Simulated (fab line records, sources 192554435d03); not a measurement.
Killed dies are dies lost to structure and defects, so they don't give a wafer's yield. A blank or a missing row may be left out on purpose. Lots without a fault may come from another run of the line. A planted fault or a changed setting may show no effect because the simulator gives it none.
Which tool did it? | flow n5_finfet | 8 lots, 24 wafers sampled, at 9 steps of a route of 1938

WHAT THE GAUGES READ, wafer by wafer
N5_FIN_SAQP_INSPECT_18: inspects for defects (brightfield). Usual: raw_defect_count 388, standard deviation 110.
lot  | measured    | on                | raw_defect_count | flag
L141 | day 4 11:04 | defect_inspect-01 | 355 393 333      |
L142 | day 4 17:13 | defect_inspect-01 | 369 507 478      |
L144 | day 5 04:22 | defect_inspect-01 | 437 347 381      |
L145 | day 5 10:30 | defect_inspect-01 | 1188 1026 1127   | OFF
L146 | day 5 16:38 | defect_inspect-02 | 945 1060 1085    | OFF
L151 | day 6 22:01 | defect_inspect-02 | 528 408 408      |
L153 | day 7 09:58 | defect_inspect-01 | 334 278 328      |
L154 | day 7 17:31 | defect_inspect-01 | 399 459 328      |

N5_FIN_SAQP_INSPECT_40: inspects for defects (brightfield). Usual: raw_defect_count 221, standard deviation 57.
lot  | measured    | on                | raw_defect_count | flag
L141 | day 4 16:49 | defect_inspect-01 | 153 222 247      |
L142 | day 4 22:02 | defect_inspect-02 | 340 388 413      |
L144 | day 5 08:32 | defect_inspect-02 | 240 207 212      |
L145 | day 5 14:48 | defect_inspect-01 | 769 845 858      | OFF
L146 | day 5 21:03 | defect_inspect-01 | 856 871 854      | OFF
L151 | day 7 02:55 | defect_inspect-02 | 298 216 237      |
L153 | day 7 17:30 | defect_inspect-01 | 275 164 330      |
L154 | day 7 23:50 | defect_inspect-02 | 193 275 209      |

N5_FIN_CUT_INSPECT_10: inspects for defects (brightfield). Usual: raw_defect_count 39, standard deviation 10.
lot  | measured    | on                | raw_defect_count | flag
L141 | day 4 17:12 | defect_inspect-02 | 24 35 43         |
L142 | day 4 22:26 | defect_inspect-02 | 55 64 74         |
L144 | day 5 08:56 | defect_inspect-02 | 45 43 32         |
L145 | day 5 15:11 | defect_inspect-01 | 641 721 679      | OFF
L146 | day 5 21:28 | defect_inspect-02 | 738 698 682      | OFF
L151 | day 7 03:26 | defect_inspect-01 | 48 46 39         |
L153 | day 7 18:01 | defect_inspect-01 | 38 22 47         |
L154 | day 8 00:14 | defect_inspect-01 | 37 57 62         |

N5_FIN_CUT_INSPECT_17: inspects for defects (brightfield). Usual: raw_defect_count 226, standard deviation 55.
lot  | measured    | on                | raw_defect_count | flag
L141 | day 4 18:20 | defect_inspect-02 | 143 246 261      |
L142 | day 4 23:31 | defect_inspect-02 | 333 397 427      |
L144 | day 5 10:20 | defect_inspect-01 | 245 221 226      |
L145 | day 5 16:08 | defect_inspect-02 | 778 843 856      | OFF
L146 | day 5 22:25 | defect_inspect-01 | 865 876 869      | OFF
L151 | day 7 04:23 | defect_inspect-02 | 292 222 251      |
L153 | day 7 19:20 | defect_inspect-01 | 274 171 331      |
L154 | day 8 01:11 | defect_inspect-02 | 203 301 222      |

N5_BEOL_M4_RC_MEAS_101. Usual: DIBL_N 35.7 mV/V, standard deviation 1.3; DIBL_P 35.4 mV/V, standard deviation 1.8; IOFF_N 0.152 nA/um, standard deviation 0.027; IOFF_P 0.20 nA/um, standard deviation 0.034; ION_N 672 uA/um, standard deviation 9.8; ION_P 461 uA/um, standard deviation 7.5; SS_N 71.4 mV/dec, standard deviation 0.55; SS_P 73.1 mV/dec, standard deviation 0.61; VT_N 251 mV, standard deviation 3.3; VT_P -251 mV, standard deviation 3.6.
lot  | measured     | on        | DIBL_N (mV/V)  | DIBL_P (mV/V)  | IOFF_N (nA/um)    | IOFF_P (nA/um) | ION_N (uA/um) | ION_P (uA/um) | SS_N (mV/dec)  | SS_P (mV/dec)  | VT_N (mV)   | VT_P (mV)      | flag
L141 | day 10 11:20 | prober-02 | 37.7 35.7 34.8 | 38.4 35.6 34.8 | 0.186 0.148 0.139 | 0.26 0.22 0.21 | 680 662 677   | 466 463 465   | 72.5 71.3 70.7 | 74.4 73.1 73.3 | 250 250 250 | -245 -248 -248 |
L142 | day 10 20:56 | prober-02 | 37.6 37.1 36.1 | 35.4 35.1 34.5 | 0.182 0.195 0.168 | 0.22 0.23 0.21 | 679 686 684   | 466 469 468   | 71.1 70.6 70.3 | 72.9 73.9 73.2 | 245 244 244 | -248 -245 -248 |
L144 | day 11 01:20 | prober-02 | 34.1 35.7 36.3 | 33.8 35.6 36.0 | 0.115 0.138 0.146 | 0.16 0.18 0.19 | 656 673 661   | 450 454 452   | 71.3 72.0 71.7 | 72.5 72.6 73.2 | 254 254 253 | -253 -255 -254 |
L145 | day 11 20:35 | prober-01 | 36.5 36.3 35.8 | 35.6 37.1 35.7 | 0.155 0.163 0.149 | 0.21 0.23 0.20 | 667 668 663   | 460 465 460   | 71.5 71.2 71.9 | 73.4 72.8 72.5 | 252 250 250 | -252 -247 -248 |
L146 | day 11 16:05 | prober-01 | 35.6 35.8 37.4 | 34.7 35.1 37.0 | 0.137 0.145 0.172 | 0.17 0.18 0.21 | 675 665 670   | 451 456 454   | 71.7 71.5 71.8 | 73.1 73.2 73.4 | 254 253 250 | -254 -256 -251 |
L151 | day 12 17:35 | prober-02 | 33.4 33.5 36.0 | 34.1 33.9 36.6 | 0.116 0.108 0.151 | 0.15 0.15 0.18 | 656 649 663   | 451 445 452   | 71.0 70.8 71.3 | 72.4 72.5 73.1 | 256 258 251 | -258 -256 -257 |
L153 | day 13 20:10 | prober-01 | 34.3 36.4 35.3 | 34.6 36.6 35.2 | 0.123 0.150 0.124 | 0.18 0.20 0.17 | 663 673 667   | 458 464 456   | 71.2 71.5 71.2 | 72.0 73.5 72.7 | 253 250 253 | -252 -250 -251 |
L154 | day 14 06:29 | prober-02 | 34.8 33.8 35.4 | 33.5 32.4 34.7 | 0.121 0.104 0.132 | 0.19 0.17 0.20 | 674 653 668   | 459 457 467   | 70.5 70.8 71.3 | 73.0 72.3 73.0 | 254 259 252 | -252 -253 -249 |

WHICH TOOL RAN EACH LOT (tool, then ch and the chambers of the sampled wafers, then the start)
lot  | N5_FIN_SAQP_ALD_61               | N5_FIN_SAQP_HM_DEP_03          | N5_FIN_SAQP_HM_DEP_72          | N5_FIN_SAQP_ETCH_52
L141 | ald_sin-03 ch 0,2,3, day 4 09:49 | pecvd-03 ch 0,1,2, day 4 10:14 | pecvd-03 ch 0,1,2, day 4 10:34 | rie_diel-01 ch 0,1,3, day 4 11:12
L142 | ald_sin-04 ch 0,2,3, day 4 16:05 | pecvd-03 ch 1,2, day 4 16:30   | pecvd-03 ch 0,2, day 4 16:50   | rie_diel-01 ch 0,3, day 4 17:21
L144 | ald_sin-01 ch 1,3, day 5 02:57   | pecvd-04 ch 1,2, day 5 03:31   | pecvd-03 ch 0,2, day 5 03:51   | rie_diel-06 ch 0,2, day 5 04:29
L145 | ald_sin-04 ch 0,1,2, day 5 09:01 | pecvd-03 ch 0,1,2, day 5 09:40 | pecvd-04 ch 1,2, day 5 09:59   | rie_diel-06 ch 0,1,2, day 5 10:38
L146 | ald_sin-03 ch 1,2, day 5 15:28   | pecvd-03 ch 0,1, day 5 15:53   | pecvd-03 ch 0,1,2, day 5 16:15 | rie_diel-06 ch 0,1, day 5 16:46
L151 | ald_sin-04 ch 2,3, day 6 20:36   | pecvd-04 ch 0,2, day 6 21:10   | pecvd-02 ch 0,1,2, day 6 21:30 | rie_diel-06 ch 0,3, day 6 22:08
L153 | ald_sin-01 ch 0,2,3, day 7 08:30 | pecvd-02 ch 0,1,2, day 7 09:07 | pecvd-02 ch 0,2, day 7 09:27   | rie_diel-05 ch 0,1,3, day 7 10:05
L154 | ald_sin-01 ch 0,1,2, day 7 16:09 | pecvd-02 ch 1,2, day 7 16:40   | pecvd-03 ch 0,1,2, day 7 17:00 | rie_diel-01 ch 1,2,3, day 7 17:38
- N5_FIN_SAQP_ALD_61: deposits SiO2, target thk 4 nm, pulse time 1 s, purge time 2 s.
- N5_FIN_SAQP_HM_DEP_03: deposits SiNx from SiH4/NH3/N2, target thk 38 nm, time 33.6 s.
- N5_FIN_SAQP_HM_DEP_72: deposits SiO2 from SiH4/N2O, target thk 12 nm, time 7.2 s.
- N5_FIN_SAQP_ETCH_52: etches SOC in N2/H2, target depth 100 nm, overetch 20 nm, time 150 s.

WHAT THE TOOLS THEMSELVES READ (means of the sampled wafers that have a number; where no wafer has one, the mark that the record gives instead)
N5_FIN_SAQP_ALD_61. Usual: heater_power_w 489 W, standard deviation 40; precursor_pulse_height_rel 1.001, standard deviation 0.022.
lot  | tool       | heater_power_w (W) | precursor_pulse_height_rel | flag
L141 | ald_sin-03 | 493                | 0.999                      |
L142 | ald_sin-04 | 505                | 0.999                      |
L144 | ald_sin-01 | 496                | 1.019                      |
L145 | ald_sin-04 | 493                | 1.012                      |
L146 | ald_sin-03 | 460                | 0.982                      |
L151 | ald_sin-04 | 504                | 0.985                      |
L153 | ald_sin-01 | 450                | 1.002                      |
L154 | ald_sin-01 | 497                | 1.011                      |

N5_FIN_SAQP_HM_DEP_03. Usual: heater_power_w 772 W, standard deviation 120; showerhead_plenum_p_Torr 5.11 Torr, standard deviation 0.079; showerhead_vpp_V 1048 V, standard deviation 49; throttle_valve_pct 38.5 %, standard deviation 1.9.
lot  | tool     | heater_power_w (W) | showerhead_plenum_p_Torr (Torr) | showerhead_vpp_V (V) | throttle_valve_pct (%) | flag
L141 | pecvd-03 | 834                | 5.11                            | 1086                 | 40.0                   |
L142 | pecvd-03 | 856                | 5.15                            | 1070                 | 38.8                   |
L144 | pecvd-04 | 776                | 5.19                            | 1006                 | 40.2                   |
L145 | pecvd-03 | 805                | 5.12                            | 1072                 | 39.9                   |
L146 | pecvd-03 | 780                | 5.17                            | 1110                 | 40.3                   |
L151 | pecvd-04 | 747                | 5.22                            | 1031                 | 39.5                   |
L153 | pecvd-02 | 800                | 5.08                            | 1034                 | 36.8                   |
L154 | pecvd-02 | 683                | 5.08                            | 1040                 | 36.6                   |

N5_FIN_SAQP_HM_DEP_72. Usual: heater_power_w 752 W, standard deviation 120; showerhead_plenum_p_Torr 8.08 Torr, standard deviation 0.18; showerhead_vpp_V 1005 V, standard deviation 45.
lot  | tool     | heater_power_w (W) | showerhead_plenum_p_Torr (Torr) | showerhead_vpp_V (V) | flag
L141 | pecvd-03 | 821                | 8.10                            | 1025                 |
L142 | pecvd-03 | 886                | 8.03                            | 1030                 |
L144 | pecvd-03 | 922                | 7.99                            | 990                  |
L145 | pecvd-04 | 747                | 8.24                            | 983                  |
L146 | pecvd-03 | 790                | 8.10                            | 1023                 |
L151 | pecvd-02 | 790                | 8.03                            | 986                  |
L153 | pecvd-02 | 797                | 8.07                            | 979                  |
L154 | pecvd-03 | 846                | 8.10                            | 1032                 |

N5_FIN_SAQP_ETCH_52. Usual: bias_w 149.9 W, standard deviation 0.43; drypump_motor_current_A 5.6 A, standard deviation 0.45; oes_product_au 0.71 a.u., standard deviation 0.08; rf_vpp_V 524.1 V, standard deviation 2.8; showerhead_plenum_p_Torr 2.55 Torr, standard deviation 0.094; throttle_valve_pct 17.88 %, standard deviation 0.2.
lot  | tool        | bias_w (W) | drypump_motor_current_A (A) | oes_product_au (a.u.) | rf_vpp_V (V) | showerhead_plenum_p_Torr (Torr) | throttle_valve_pct (%) | flag
L141 | rie_diel-01 | 149.7      | 5.8                         | 0.68                  | 522.7        | 2.51                            | 17.86                  |
L142 | rie_diel-01 | 149.7      | 5.7                         | 0.72                  | 522.5        | 2.49                            | 17.72                  |
L144 | rie_diel-06 | 149.8      | 5.1                         | 0.75                  | 526.5        | 2.64                            | 17.86                  |
L145 | rie_diel-06 | 149.8      | 5.6                         | 0.75                  | 526.5        | 2.64                            | 17.88                  |
L146 | rie_diel-06 | 149.9      | 5.8                         | 0.80                  | 529.0        | 2.70                            | 17.86                  |
L151 | rie_diel-06 | 150.3      | 5.1                         | 0.72                  | 527.0        | 2.66                            | 17.95                  |
L153 | rie_diel-05 | 149.8      | 5.5                         | 0.81                  | 525.9        | 2.59                            | 17.51                  |
L154 | rie_diel-01 | 149.5      | 5.4                         | 0.68                  | 522.5        | 2.47                            | 17.74                  |

THE ANSWER, worked out from the rows above alone
Rule: a lot is off if the mean of its wafers that have a number lies more than 3 standard deviations from the usual mean. A lot without any number at a reading at which 4 lots or more have one is off too. The other lots that the step has rows for count as sound. The gauges are gone through in route order, then the tools' own readings, and for those a lot's mean is taken as printed above. The first step at which some lot is off is used, and at that step the reading that is off furthest; a lot without a number counts as furthest.
Off: L145, L146, at N5_FIN_SAQP_INSPECT_18 (raw_defect_count).
A tool fits if, at a process step before that reading, it ran every lot that is off, and no sound lot after the first of them. The gauges at N5_FIN_SAQP_INSPECT_18 are tried like those tools. One fits: pecvd-03 at N5_FIN_SAQP_HM_DEP_03. Its last sound lot is L142 (day 4 16:30), its first lot that is off L145 (day 5 09:40): a fault that began between those two fits.

WHAT THE SIMULATOR HAD PUT IN
Chamber particle source: pecvd-03, from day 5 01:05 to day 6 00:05, at N5_FIN_SAQP_HM_DEP_03. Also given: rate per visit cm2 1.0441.
Lots struck among those shown: L145, L146. The rule above found the same.
